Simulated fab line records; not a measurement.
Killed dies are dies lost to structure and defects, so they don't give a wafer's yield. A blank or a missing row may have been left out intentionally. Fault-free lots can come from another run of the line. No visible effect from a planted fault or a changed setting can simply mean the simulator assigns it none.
fab line records + flow nand_harc
[record]
- lots = 12
- wafers = 36
- last_day = 33
route steps=1302 shown P_GATE@207 P_CONTACT@237 END@1302
lots that met no fault: from a run of the same line without faults
start_h: hours from the record's first day to the start of the lot's first wafer shown + wait_h: time in hours since the lot's previous step + " the same as in the row above + L1.1+2: one row covering several wafers at once + - either no value or no given start + * or withheld: withheld + < > ~ a bound
route shown NAME@n: NAME is a module with steps in the file, n the number in the route of the first one + usual: average and standard deviation across the fault-free wafers + same: alike in all rows + chamber/n: place in a boat + sites: each site's reading + _std_site: standard deviation of those values + _edge_site: mean of outer sites minus mean of inner sites + radius_mm: how far each site lies from the wafer's centre + mask NAME#n: copy n + behind: the most recent tool/chamber to have shaped the wafer + hold: reason for holding the lot/hours on hold/outcome of the hold + device: names the non-switching transistor (n, p or np) + end of line: tests run on the same wafers once the route is complete + step lacking rows: just its recipe + killed: the dies lost at the first sort to structure and to defects; this is not the yield of the wafer + map: a wafer's dies, marking killed ones x, the rest . and places with no die _
set.NAME: the setting the step ran with; set.NAME@STEP: the setting that earlier step ran with + model.NAME: the simulator's own value behind a step, which no gauge read
the route's steps for a sample of lots (tables are steps, rows are wafers)
services: a tool's chamber out of use, with start hour (start_h, from the record's first day; less than 0 if before it), hours out, and reason
[[steps]]
[step NHARC_P_GATE_RTA_64]
[recipe]
- temp_c = 1050
- time_s = 1
[usual]
- lamp_power_pct = 33.25/0.13
- lamp_zone_2_pct = 33.26/0.14
- lamp_zone_3_pct = 33.25/0.13
- lamp_zone_7_pct = 33.67/0.14
- wafer_temp_C_max = 1054.1/1
| lot.wafer | tool          | chamber | start_h | wait_h | lamp_power_pct | lamp_zone_2_pct | lamp_zone_3_pct | lamp_zone_7_pct | wafer_temp_C_max |
|-----------|---------------|---------|---------|--------|----------------|-----------------|-----------------|-----------------|------------------|
| L868.1    | rtp_anneal-02 | 0       | 131.80  | -      | 33.15          | 33.18           | 33.17           | 33.57           | 1052.8           |
| L868.3    | "             | 0       | "       | "      | 33.16          | 33.17           | 33.14           | 33.64           | 1053.6           |
| L868.5    | "             | 0       | "       | "      | 33.12          | 33.14           | 33.16           | 33.57           | 1053.0           |
| L871.2    | rtp_anneal-02 | 0       | 168.78  | -      | 33.17          | 33.17           | 33.14           | 33.57           | 1053.8           |
| L871.3    | "             | 0       | "       | "      | 33.15          | 33.16           | 33.13           | 33.57           | 1054.5           |
| L871.4    | "             | 0       | "       | "      | 33.14          | 33.19           | 33.17           | 33.55           | 1053.4           |
| L872.2    | rtp_anneal-01 | 0       | 173.69  | -      | 33.41          | 33.45           | 33.43           | 33.79           | 1054.6           |
| L872.4    | "             | 0       | "       | "      | 33.39          | 33.39           | 33.36           | 33.80           | 1055.1           |
| L872.5    | "             | 0       | "       | "      | 33.37          | 33.36           | 33.38           | 33.72           | 1055.5           |
| L873.3    | rtp_anneal-01 | 0       | 184.00  | -      | 33.45          | 33.44           | 33.45           | 33.85           | 1055.3           |
| L873.4    | "             | 0       | "       | "      | 33.46          | 33.44           | 33.40           | 33.81           | 1055.2           |
| L873.6    | "             | 0       | "       | "      | 33.39          | 33.41           | 33.41           | 33.82           | 1054.5           |
| L880.1    | rtp_anneal-02 | 0       | 255.97  | -      | 33.23          | 33.16           | 33.24           | 33.60           | 1054.3           |
| L880.3    | "             | 0       | "       | "      | 33.19          | 33.16           | 33.12           | 33.57           | 1053.7           |
| L880.6    | "             | 0       | "       | "      | 33.16          | 33.15           | 33.18           | 33.62           | 1054.0           |
| L881.1    | rtp_anneal-02 | 0       | 260.25  | -      | 33.18          | 33.20           | 33.13           | 33.63           | 1054.1           |
| L881.4    | "             | 0       | "       | "      | 33.15          | 33.19           | 33.13           | 33.54           | 1054.7           |
| L881.6    | "             | 0       | "       | "      | 33.17          | 33.16           | 33.13           | 33.67           | 1053.0           |
| L882.1    | rtp_anneal-02 | 0       | 275.76  | -      | 33.13          | 33.10           | 33.15           | 33.56           | 1052.6           |
| L882.3    | "             | 0       | "       | "      | 33.18          | 33.12           | 33.11           | 33.55           | 1052.6           |
| L882.6    | "             | 0       | "       | "      | 33.10          | 33.12           | 33.11           | 33.49           | 1052.8           |
| L883.1    | rtp_anneal-01 | 0       | 280.62  | -      | 33.44          | 33.52           | 33.44           | 33.81           | 1055.0           |
| L883.5    | "             | 0       | "       | "      | 33.45          | 33.46           | 33.35           | 33.81           | 1054.5           |
| L883.6    | "             | 0       | "       | "      | 33.36          | 33.39           | 33.36           | 33.86           | 1053.9           |
| L884.1    | rtp_anneal-01 | 0       | 297.25  | -      | 33.37          | 33.35           | 33.40           | 33.84           | 1054.0           |
| L884.3    | "             | 0       | "       | "      | 33.39          | 33.38           | 33.33           | 33.83           | 1054.1           |
| L884.4    | "             | 0       | "       | "      | 33.34          | 33.43           | 33.39           | 33.85           | 1054.8           |
| L886.3    | rtp_anneal-02 | 0       | 318.13  | -      | 33.20          | 33.17           | 33.23           | 33.57           | 1053.4           |
| L886.4    | "             | 0       | "       | "      | 33.21          | 33.16           | 33.13           | 33.61           | 1054.4           |
| L886.6    | "             | 0       | "       | "      | 33.15          | 33.22           | 33.17           | 33.56           | 1053.3           |
| L888.3    | rtp_anneal-01 | 0       | 335.55  | -      | 33.50          | 33.40           | 33.42           | 33.85           | 1054.3           |
| L888.4    | "             | 0       | "       | "      | 33.47          | 33.50           | 33.43           | 33.86           | 1054.1           |
| L888.6    | "             | 0       | "       | "      | 33.42          | 33.39           | 33.43           | 33.86           | 1054.1           |
| L889.1    | rtp_anneal-02 | 0       | 351.68  | -      | 33.13          | 33.12           | 33.16           | 33.58           | 1054.4           |
| L889.3    | "             | 0       | "       | "      | 33.16          | 33.17           | 33.13           | 33.54           | 1053.2           |
| L889.6    | "             | 0       | "       | "      | 33.17          | 33.17           | 33.18           | 33.56           | 1051.6           |
[step NHARC_P_GATE_DEGAS_109]
[recipe]
- temp_c = 300
- time_s = 60
[usual]
- heater_power_w = 467/37
| lot.wafer | tool           | chamber | start_h | wait_h | heater_power_w |
|-----------|----------------|---------|---------|--------|----------------|
| L868.1    | pvd_sputter-01 | -       | 132.17  | 0.1    | 468            |
| L868.3    | "              | -       | "       | "      | 513            |
| L868.5    | "              | -       | "       | "      | 407            |
| L871.4    | pvd_sputter-03 | -       | 169.06  | 0.1    | 506            |
| L871.3    | "              | -       | "       | "      | 484            |
| L871.2    | "              | -       | "       | "      | 491            |
| L872.4    | pvd_sputter-01 | -       | 173.97  | 0.1    | 460            |
| L872.2    | "              | -       | "       | "      | 448            |
| L872.5    | "              | -       | "       | "      | 519            |
| L873.4    | pvd_sputter-01 | -       | 184.25  | 0.1    | 469            |
| L873.3    | "              | -       | "       | "      | 512            |
| L873.6    | "              | -       | "       | "      | 505            |
| L880.3    | pvd_sputter-03 | -       | 256.28  | 0.1    | 505            |
| L880.1    | "              | -       | "       | "      | 441            |
| L880.6    | "              | -       | "       | "      | 516            |
| L881.1    | pvd_sputter-03 | -       | 260.56  | 0.1    | 499            |
| L881.4    | "              | -       | "       | "      | 468            |
| L881.6    | "              | -       | "       | "      | 492            |
| L882.1    | pvd_sputter-01 | -       | 276.08  | 0.1    | 497            |
| L882.3    | "              | -       | "       | "      | 451            |
| L882.6    | "              | -       | "       | "      | 505            |
| L883.1    | pvd_sputter-01 | -       | 280.95  | 0.1    | 395            |
| L883.6    | "              | -       | "       | "      | 440            |
| L883.5    | "              | -       | "       | "      | 491            |
| L884.1    | pvd_sputter-02 | -       | 297.55  | 0.1    | 413            |
| L884.4    | "              | -       | "       | "      | 414            |
| L884.3    | "              | -       | "       | "      | 477            |
| L886.3    | pvd_sputter-01 | -       | 318.38  | 0.1    | 405            |
| L886.4    | "              | -       | "       | "      | 494            |
| L886.6    | "              | -       | "       | "      | 402            |
| L888.3    | pvd_sputter-02 | -       | 335.79  | 0.1    | 424            |
| L888.4    | "              | -       | "       | "      | 477            |
| L888.6    | "              | -       | "       | "      | 478            |
| L889.1    | pvd_sputter-01 | -       | 351.99  | 0.1    | 448            |
| L889.3    | "              | -       | "       | "      | 404            |
| L889.6    | "              | -       | "       | "      | 501            |
[step NHARC_P_CONTACT_ETCH_36]
[recipe]
- target_depth_a = 2600
- over_etch_frac = 0.25
- time_s = 406.25
- ion_energy_ev = 200
- n2_flow_sccm = 150
- h2_flow_sccm = 150
- ar_flow_sccm = 0
- rf_w = 400
- bias_w = 150
- chemistry = N2/H2
[usual]
- drypump_motor_current_A = 5.8/0.41
- oes_product_au = 1.000/0.012
- rf_vpp_V = 430.6/2.5
- showerhead_plenum_p_Torr = 2.04/0.088
- throttle_valve_pct = 14.171/0.0086
| lot.wafer | tool        | chamber | start_h | wait_h | drypump_motor_current_A | oes_product_au | rf_hours_counter_h | rf_vpp_V | showerhead_plenum_p_Torr | throttle_valve_pct |
|-----------|-------------|---------|---------|--------|-------------------------|----------------|--------------------|----------|--------------------------|--------------------|
| L868.1    | rie_diel-07 | 2       | 134.98  | -      | 5.7                     | 0.996          | 0.3                | 429.3    | 1.98                     | 14.182             |
| L868.3    | "           | 0       | "       | "      | 6.3                     | 0.980          | 0.2                | 430.6    | 2.01                     | 14.169             |
| L868.5    | "           | 3       | "       | "      | 6.4                     | 0.996          | -                  | 433.0    | 2.17                     | 14.157             |
| L871.4    | rie_diel-07 | 1       | 171.92  | -      | 5.2                     | 1.015          | 1.5                | 430.7    | 2.09                     | 14.165             |
| L871.3    | "           | 2       | "       | "      | 5.7                     | 0.985          | 1.7                | 429.4    | 1.98                     | 14.158             |
| L871.2    | "           | 3       | "       | "      | 6.4                     | 0.985          | 1.7                | 434.8    | 2.17                     | 14.145             |
| L872.2    | rie_diel-06 | 2       | 177.18  | -      | 5.7                     | 0.980          | 1.3                | 432.3    | 2.13                     | 14.173             |
| L872.4    | "           | 2       | "       | "      | 5.7                     | 1.009          | -                  | 433.7    | 2.13                     | 14.184             |
| L872.5    | "           | 0       | "       | "      | 6.4                     | 0.983          | -                  | 427.6    | 1.90                     | 14.167             |
| L873.3    | rie_diel-02 | 0       | 187.23  | -      | 6.4                     | 0.999          | 6.7                | 435.5    | 2.20                     | 14.158             |
| L873.4    | "           | 1       | "       | "      | 5.3                     | 0.992          | 8.1                | 427.1    | 1.93                     | 14.158             |
| L873.6    | "           | 0       | "       | "      | 6.4                     | 0.985          | -                  | 435.1    | 2.20                     | 14.180             |
| L880.1    | rie_diel-06 | 3       | 259.10  | -      | 5.7                     | 1.008          | 1.7                | 430.0    | 2.04                     | 14.181             |
| L880.3    | "           | 0       | "       | "      | 6.4                     | 0.984          | 3.5                | 427.0    | 1.90                     | 14.165             |
| L880.6    | "           | 2       | "       | "      | 5.7                     | 0.859          | -                  | 433.1    | 2.13                     | 14.177             |
| L881.1    | rie_diel-06 | 2       | 263.48  | -      | 5.7                     | 0.990          | 4.2                | 433.1    | 2.13                     | 14.175             |
| L881.4    | "           | 3       | "       | "      | 5.7                     | 0.853          | 2.2                | 433.0    | 2.04                     | 14.176             |
| L881.6    | "           | 2       | "       | "      | 5.7                     | 0.858          | -                  | 433.0    | 2.13                     | 14.163             |
| L882.3    | rie_diel-06 | 2       | 279.03  | -      | 5.7                     | 1.002          | 5.0                | 432.7    | 2.13                     | 14.169             |
| L882.1    | "           | 1       | "       | "      | 5.7                     | 1.003          | 4.6                | 429.0    | 2.01                     | 14.167             |
| L882.6    | "           | 2       | "       | "      | 5.7                     | 0.865          | -                  | 433.3    | 2.13                     | 14.190             |
| L883.1    | rie_diel-02 | 3       | 283.79  | -      | 5.4                     | 1.008          | 2.9                | 430.0    | 2.04                     | 14.175             |
| L883.6    | "           | 1       | "       | "      | 5.3                     | 1.005          | -                  | 427.5    | 1.93                     | 14.172             |
| L883.5    | "           | 2       | "       | "      | 5.4                     | 1.008          | -                  | 429.8    | 1.99                     | 14.180             |
| L884.4    | rie_diel-02 | 3       | 300.67  | -      | 5.4                     | 1.020          | 3.6                | 430.7    | 2.04                     | 14.181             |
| L884.1    | "           | 0       | "       | "      | 6.4                     | 1.010          | 3.4                | 433.8    | 2.20                     | 14.172             |
| L884.3    | "           | 1       | "       | "      | 5.3                     | 0.994          | 2.7                | 426.1    | 1.93                     | 14.167             |
| L886.4    | rie_diel-02 | 3       | 321.33  | -      | 5.4                     | 1.015          | 4.8                | 430.7    | 2.04                     | 14.172             |
| L886.3    | "           | 0       | "       | "      | 6.4                     | 1.011          | 4.5                | 435.4    | 2.20                     | 14.159             |
| L886.6    | "           | 2       | "       | "      | 5.4                     | 1.006          | -                  | 429.6    | 1.99                     | 14.172             |
| L888.3    | rie_diel-06 | 3       | 338.82  | -      | 5.7                     | 1.015          | 0.5                | 430.3    | 2.04                     | 14.167             |
| L888.4    | "           | 0       | "       | "      | 6.4                     | 0.991          | 0.5                | 425.9    | 1.90                     | 14.162             |
| L888.6    | "           | 1       | "       | "      | 5.7                     | 1.011          | -                  | 429.1    | 2.01                     | 14.165             |
| L889.1    | rie_diel-07 | 0       | 354.91  | -      | 6.3                     | 0.976          | 1.1                | 430.4    | 2.01                     | 14.179             |
| L889.3    | "           | 1       | "       | "      | 5.2                     | 1.001          | 1.3                | 432.2    | 2.08                     | 14.177             |
| L889.6    | "           | 1       | "       | "      | 5.2                     | 0.998          | -                  | 432.7    | 2.08                     | 14.164             |
[step NHARC_P_CONTACT_ALD_22]
[recipe]
- target_thk_a = 30
- pulse_time_s = 1
- ald_cycles = 150
- temp_c = 450
- material = TiN
[usual]
- heater_power_w = 1088/110
- precursor_pulse_height_rel = 0.999/0.02
[same]
- pulse_time_s = 1
| lot.wafer | tool         | chamber | start_h | wait_h | heater_power_w | precursor_pulse_height_rel |
|-----------|--------------|---------|---------|--------|----------------|----------------------------|
| L868.1    | ald_metal-02 | 1       | 136.66  | -      | 1095           | 0.968                      |
| L868.3    | "            | 2       | "       | "      | 1164           | 1.006                      |
| L868.5    | "            | 0       | "       | "      | 1000           | 0.989                      |
| L871.3    | ald_metal-04 | 0       | 173.66  | -      | 1172           | 0.973                      |
| L871.2    | "            | 1       | "       | "      | 977            | 1.002                      |
| L871.4    | "            | 2       | "       | "      | 1071           | 0.989                      |
| L872.2    | ald_metal-04 | 0       | 179.07  | -      | 1190           | 0.983                      |
| L872.4    | "            | 3       | "       | "      | 1090           | 0.967                      |
| L872.5    | "            | 0       | "       | "      | 1189           | 1.008                      |
| L873.3    | ald_metal-02 | 3       | 188.86  | -      | 1022           | 0.990                      |
| L873.4    | "            | 1       | "       | "      | 1096           | 1.013                      |
| L873.6    | "            | 3       | "       | "      | 982            | 1.021                      |
| L880.3    | ald_metal-04 | 2       | 260.74  | -      | 1129           | 1.007                      |
| L880.1    | "            | 0       | "       | "      | 1182           | 1.004                      |
| L880.6    | "            | 3       | "       | "      | 1112           | 0.990                      |
| L881.4    | ald_metal-02 | 3       | 265.13  | -      | 966            | 1.002                      |
| L881.1    | "            | 2       | "       | "      | 1190           | 0.994                      |
| L881.6    | "            | 3       | "       | "      | 977            | 0.999                      |
| L882.3    | ald_metal-02 | 1       | 280.68  | -      | 1159           | 1.015                      |
| L882.1    | "            | 2       | "       | "      | 1152           | 0.999                      |
| L882.6    | "            | 2       | "       | "      | 1196           | 0.995                      |
| L883.1    | ald_metal-03 | 0       | 285.42  | -      | 1375           | 1.007                      |
| L883.5    | "            | 2       | "       | "      | 1178           | 1.002                      |
| L883.6    | "            | 3       | "       | "      | 917            | 0.991                      |
| L884.3    | ald_metal-02 | 1       | 302.39  | -      | 1132           | 1.004                      |
| L884.1    | "            | 2       | "       | "      | 1184           | 0.979                      |
| L884.4    | "            | 0       | "       | "      | 1117           | 0.993                      |
| L886.4    | ald_metal-03 | 0       | 322.99  | -      | 1363           | 0.991                      |
| L886.3    | "            | 1       | "       | "      | 961            | 0.968                      |
| L886.6    | "            | 0       | "       | "      | 1370           | 1.037                      |
| L888.4    | ald_metal-04 | 2       | 340.41  | -      | 1164           | 1.009                      |
| L888.3    | "            | 3       | "       | "      | 1129           | 1.004                      |
| L888.6    | "            | 3       | "       | "      | 1119           | 0.993                      |
| L889.1    | ald_metal-04 | 2       | 356.57  | -      | 1169           | 0.978                      |
| L889.3    | "            | 1       | "       | "      | 970            | 1.008                      |
| L889.6    | "            | 2       | "       | "      | 1189           | 0.977                      |
[step NHARC_END_SORT_01]
[recipe]
- temp_c = 25
[usual]
- killed_at_array = 52/17
- killed_at_other = 1.2/1.4
- killed_at_periphery = 4.7/2.9
- killed_dies = 58/17
- killed_open = 3.2/1.9
- killed_short = 2.4/1.4
[same]
- gross_dies = 677
| lot.wafer | tool      | chamber | start_h | wait_h | killed_at_array | killed_at_other | killed_at_periphery | killed_dies | killed_open | killed_short |
|-----------|-----------|---------|---------|--------|-----------------|-----------------|---------------------|-------------|-------------|--------------|
| L880.1    | prober-02 | 0       | 697.93  | 2.5    | 28              | 0               | 2                   | 30          | 3           | 3            |
| L880.3    | prober-02 | 0       | 699.56  | 3.1    | 31              | 1               | 7                   | 39          | 7           | 2            |
| L880.6    | prober-02 | 0       | 702.02  | 4.1    | 40              | 0               | 469                 | 509         | 4           | 5            |
| L881.1    | prober-01 | 0       | 697.97  | 2.5    | 47              | 0               | 2                   | 49          | 5           | 3            |
| L881.4    | prober-01 | 0       | 700.40  | 3.4    | 63              | 0               | 495                 | 558         | 5           | 2            |
| L881.6    | prober-01 | 0       | 702.01  | 4.0    | 65              | 1               | 450                 | 516         | 0           | 5            |
| L882.1    | prober-01 | 0       | 715.33  | 2.5    | 31              | 1               | 6                   | 38          | 6           | 3            |
| L882.3    | prober-01 | 0       | 716.94  | 3.1    | 28              | 0               | 4                   | 32          | 3           | 3            |
| L882.6    | prober-01 | 0       | 719.35  | 4.0    | 15              | 0               | 453                 | 468         | 2           | 1            |
// killed by level:class
L880.1 A_CHANNEL_HOLE_D2:chamber_film_flake=11 A_CHANNEL_HOLE_D1:chamber_film_flake=7 A_SLIT:chamber_film_flake=2 P_CONTACT:geometric_particle:open=1 A_SOURCE_PLATE:geometric_particle:open=1 A_SOURCE_PLATE:geometric_particle:short=1 A_CHANNEL_FILL_D1:geometric_particle:short=1 A_CHANNEL_FILL_D2:geometric_particle:short=1
L881.1 A_CHANNEL_HOLE_D1:chamber_film_flake=19 A_SLIT:chamber_film_flake=14 A_CHANNEL_FILL_D2:chamber_film_flake=2 A_STAIRCASE:chamber_film_flake=2 A_SGD_CUT:chamber_film_flake=2 P_CONTACT:geometric_particle:short=1 A_CHANNEL_HOLE_D1:geometric_particle:open=1 A_DECK1_JOINT:geometric_particle:open=1
L880.3 A_CHANNEL_HOLE_D2:chamber_film_flake=13 A_CHANNEL_HOLE_D1:chamber_film_flake=5 A_CONTACT:chamber_film_flake=4 P_ZERO_WELL:chamber_film_flake=3 A_SLIT:chamber_film_flake=3 A_M0:geometric_particle:open=2 P_GATE:geometric_particle:open=1 P_GATE:geometric_particle:short=1
L881.4 P_CONTACT:area_etch=494 A_SLIT:chamber_film_flake=25 A_CHANNEL_HOLE_D1:chamber_film_flake=18 A_CONTACT:chamber_film_flake=7 A_DECK1_JOINT:geometric_particle:short=2 A_DECK1_JOINT:geometric_particle:open=2 A_SGD_CUT:chamber_film_flake=2 A_CHANNEL_FILL_D1:geometric_particle:open=1
L881.6 P_CONTACT:area_etch=450 A_SLIT:chamber_film_flake=34 A_CHANNEL_HOLE_D1:chamber_film_flake=15 A_CONTACT:chamber_film_flake=4 A_CHANNEL_FILL_D2:chamber_film_flake=2 A_STAIRCASE:chamber_film_flake=2 A_SGD_CUT:chamber_film_flake=2 A_SOURCE_PLATE:geometric_particle:short=1
L880.6 P_CONTACT:area_etch=465 A_CHANNEL_HOLE_D2:chamber_film_flake=17 A_CHANNEL_HOLE_D1:chamber_film_flake=10 A_CONTACT:chamber_film_flake=4 A_WL_FILL:geometric_particle:short=3 P_M1:chamber_film_flake=2 P_CONTACT:geometric_particle:open=1 P_M0:geometric_particle:open=1
L882.1 A_CHANNEL_HOLE_D1:chamber_film_flake=9 A_SLIT:chamber_film_flake=6 A_STAIRCASE:chamber_film_flake=3 A_CONTACT:chamber_film_flake=3 P_GATE:chamber_film_flake=2 A_CHANNEL_FILL_D2:chamber_film_flake=2 P_CONTACT:geometric_particle:short=1 P_M1:geometric_particle:open=1
L882.3 A_CHANNEL_HOLE_D1:chamber_film_flake=7 A_STAIRCASE:chamber_film_flake=6 A_CONTACT:chamber_film_flake=6 P_GATE:chamber_film_flake=4 A_CHANNEL_FILL_D2:chamber_film_flake=2 A_SOURCE_PLATE:geometric_particle:open=1 A_ONON_D1:geometric_particle:short=1 A_ONON_D2:geometric_particle:short=1
L882.6 P_CONTACT:area_etch=452 A_SLIT:chamber_film_flake=5 A_CHANNEL_HOLE_D1:chamber_film_flake=3 A_CONTACT:chamber_film_flake=2 P_CONTACT:geometric_particle:open=1 A_SOURCE_PLATE:geometric_particle:open=1 A_WL_FILL:geometric_particle:short=1 A_CHANNEL_FILL_D2:chamber_film_flake=1
[[services]]
| tool           | chamber | start_h | hours | kind   |
|----------------|---------|---------|-------|--------|
| pvd_sputter-01 | -       | 108.51  | 5.8   | repair |
| rie_diel-02    | 0       | 110.95  | 5.8   | repair |
| rie_diel-06    | 3       | 115.88  | 66.9  | repair |
| ald_metal-04   | -       | 118.04  | 10.0  | pm     |
| rie_diel-06    | -       | 130.20  | 9.0   | pm     |
| rie_diel-02    | 3       | 139.13  | 6.1   | repair |
| rie_diel-06    | -       | 148.71  | 4.3   | repair |
| ald_metal-02   | 0       | 149.71  | 4.9   | repair |
| rie_diel-02    | 0       | 171.87  | 11.7  | repair |
| rie_diel-06    | 2       | 183.53  | 1.7   | repair |
| ald_metal-04   | 0       | 190.52  | 4.0   | repair |
| rie_diel-06    | 0       | 209.24  | 4.9   | repair |
| rie_diel-06    | 1       | 213.51  | 4.5   | repair |
| rie_diel-02    | -       | 216.74  | 9.0   | pm     |
| pvd_sputter-01 | -       | 226.03  | 10.0  | pm     |
| ald_metal-02   | -       | 254.00  | 10.0  | pm     |
| rie_diel-02    | 3       | 261.46  | 5.8   | repair |
| rie_diel-02    | 1       | 273.12  | 7.3   | repair |
| ald_metal-04   | -       | 296.04  | 10.0  | pm     |
| rie_diel-06    | -       | 307.20  | 9.0   | pm     |
| pvd_sputter-01 | -       | 314.73  | 1.0   | repair |
| ald_metal-04   | 2       | 315.44  | 13.0  | repair |
| pvd_sputter-01 | -       | 321.14  | 2.1   | repair |
| pvd_sputter-01 | -       | 329.18  | 1.4   | repair |
[[key]]
[first_sign]
- step = NHARC_P_CONTACT_ETCH_36
- reading = oes_product_au
- direction = down
- sigmas = 12
- usual = 1.000
- struck = 0.859
[effect]
- step = NHARC_END_SORT_01
- reading = killed_at_periphery
- direction = up
- sigmas = 99+
- usual = 4.7
- struck = 466.8
[more_kills_born_at]
- NHARC_P_CONTACT_ETCH_36@rie_diel-06 = 1860
met_at NHARC_P_CONTACT_ETCH_36
struck_lots L880,L881,L882
struck_wafers L880.6,L881.4,L881.6,L882.6
later_rows_left_out L880.6,L881.4,L881.6,L882.6
tester_left_out L880,L881,L882
not_acting_at NHARC_P_GATE_RTA_64,NHARC_P_GATE_DEGAS_109,NHARC_P_CONTACT_ALD_22
onset_between 177.18 259.10
[fault]
- kind = process_parameter_drift
- tool = rie_diel-06
- chamber = -
- onset_h = 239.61
- steps = NHARC_P_CONTACT_ETCH_36
- channel = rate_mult
- offset = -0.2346
- shape = step
- end_h = 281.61
- scope = struck_wafers_only
// tester_left_out: of these lots the tester's yield and bins aren't shown, on N5 and GAA mostly nor the transistor test; their killed dies are dies lost to structure and defects alone, not to doping, threshold or leakage, so they don't give the yield
// later_rows_left_out: the simulator's readings of these wafers behind a module that went badly wrong aren't trusted and aren't shown, but for the sort
